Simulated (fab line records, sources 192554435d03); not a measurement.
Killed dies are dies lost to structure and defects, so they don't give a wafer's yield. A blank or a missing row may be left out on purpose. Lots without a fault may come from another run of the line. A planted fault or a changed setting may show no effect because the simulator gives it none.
Split-lot experiment | flow n5_finfet | 7 lots, 21 wafers read, on a route of 1938 steps

THE SPLIT
At N5_SDB_ALD_29 (deposits SiNx, target thk 30 nm, pulse time 1 s, ald cycles 600), the setting ald_cycles was moved away from the recipe's 600 on 3 of the 21 wafers read, by -7.8% to +9.0%. The other wafers ran this setting at the recipe's value.

The reading is taken at the split's own step.

THE READING
SiNx_of_SDB_ALD_29.thk_nm (the simulator's own value, which no gauge read), in nm, at N5_SDB_ALD_29 (deposits SiNx, target thk 30 nm, pulse time 1 s, ald cycles 600). The file gives no usual value for it. The 18 wafers here that ran the recipe average 30.0 nm, standard deviation 0.15 nm.

wafer  | tool, chamber at the split | ald_cycles as run | against the recipe | SiNx_of_SDB_ALD_29.thk_nm, nm | against lot-mates on the recipe
L077.2 | ald_sin-04, 1              | 600               | recipe             | 30                            | -
L077.3 | ald_sin-04, 0              | 600               | recipe             | 30.2                          | -
L077.5 | ald_sin-04, 1              | 654               | +9.0%              | 32.8                          | +2.7
L080.2 | ald_sin-02, 1,0            | 600               | recipe             | 30.2                          | -
L080.6 | ald_sin-02, 1,0            | 600               | recipe             | 30.2                          | -
L080.4 | ald_sin-02, 0              | 600               | recipe             | 30                            | -
L083.3 | ald_sin-02, 2              | 553               | -7.8%              | 27.6                          | -2.3
L083.5 | ald_sin-02, 3              | 600               | recipe             | 29.8                          | -
L083.6 | ald_sin-02, 2              | 600               | recipe             | 30                            | -
L090.1 | ald_sin-03, 2,3            | 600               | recipe             | 30                            | -
L090.3 | ald_sin-03, 2,3            | 600               | recipe             | 30                            | -
L090.6 | ald_sin-03, 1              | 600               | recipe             | 30.2                          | -
L095.1 | ald_sin-03, 1,3,3          | 600               | recipe             | 29.8                          | -
L095.2 | ald_sin-03, 1,3,3          | 600               | recipe             | 29.8                          | -
L095.5 | ald_sin-03, 1,3,3          | 600               | recipe             | 29.8                          | -
L096.2 | ald_sin-04, 1,0            | 600               | recipe             | 29.8                          | -
L096.3 | ald_sin-04, 1,0            | 600               | recipe             | 29.8                          | -
L096.6 | ald_sin-04, 3              | 569               | -5.2%              | 28.4                          | -1.4
L097.1 | ald_sin-03, 0,2,3          | 600               | recipe             | 30                            | -
L097.2 | ald_sin-03, 0,2,3          | 600               | recipe             | 30                            | -
L097.3 | ald_sin-03, 0,2,3          | 600               | recipe             | 30                            | -
Where a row lists several chambers, the file gives one row for several wafers and doesn't say which wafer went through which chamber.

THE FIT
A straight line over all 21 wafers: SiNx_of_SDB_ALD_29.thk_nm changes by +0.309 nm for each +1% of ald_cycles; r = +0.99; the points scatter about the line by 0.14 nm.
The same after taking each lot's own level away (the mean of its wafers on the recipe; 21 wafers): +0.293 nm for each +1%; r = +1.00; scatter 0.076 nm.
On that fit, the largest move of ald_cycles shifts the reading by 2.6 nm.
The lots' own levels span 29.80 to 30.13 nm, that is 2.3 times the standard deviation above.
So the lot-to-lot level changes the slope little: the two slopes agree.
Check: with one of the wafers moved furthest among these (+9.0%) left out of the fit, the line predicts +2.58 nm for it against its lot-mates. It came out at +2.7 nm against them.

OTHER SPLITS ON THESE WAFERS
These wafers also went through other splits before the reading. Each is held against what the fit with the lots' levels taken away leaves over:
other split on the same wafers        | wafers away from the commonest value | r with SiNx_of_SDB_ALD_29.thk_nm (lot level and that fit taken away)
N5_WELL_APT_COAT_02 spin_rpm          | 8                                    | -0.13
N5_WELL_APT_PEB_23 peb_time_s         | 7                                    | +0.10
N5_WELL_APT_DEVELOP_24 develop_time_s | 8                                    | -0.23
N5_FIN_SAQP_FIN_ETCH_36 icp_w         | 8                                    | +0.49
N5_FIN_CUT_COAT_19 spin_rpm           | 6                                    | -0.01
N5_DUMMY_GATE_ETCH_32 time_s          | 10                                   | -0.11

THE WHOLE CHAIN: every reading that the file lists as answering this split, in the file's order
step                         | what it does                                                            | reading                                                                    | change (the file's fit)                                                            | r (the file's)
N5_SDB_ALD_29                | deposits SiNx, target thk 30 nm, pulse time 1 s, ald cycles 600         | SiNx_of_SDB_ALD_29.thk_nm (the simulator's own value, which no gauge read) | +0.293 nm for each +1% of the setting                                              | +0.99
N5_DUMMY_REMOVAL_HM_STRIP_01 | strips SiNx in CH3F/O2, stops on poly-Si, target depth 4 nm, time 6.8 s | SiNx_of_SDB_ALD_29.thk_nm (the simulator's own value, which no gauge read) | not straight: 27.2 at the lowest setting, 29.36 at the recipe, 28.8 at the highest | not given

THE FILE'S OWN FIT
SiNx_of_SDB_ALD_29.thk_nm changes by +0.293 nm for each +1% of ald_cycles, r = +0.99.
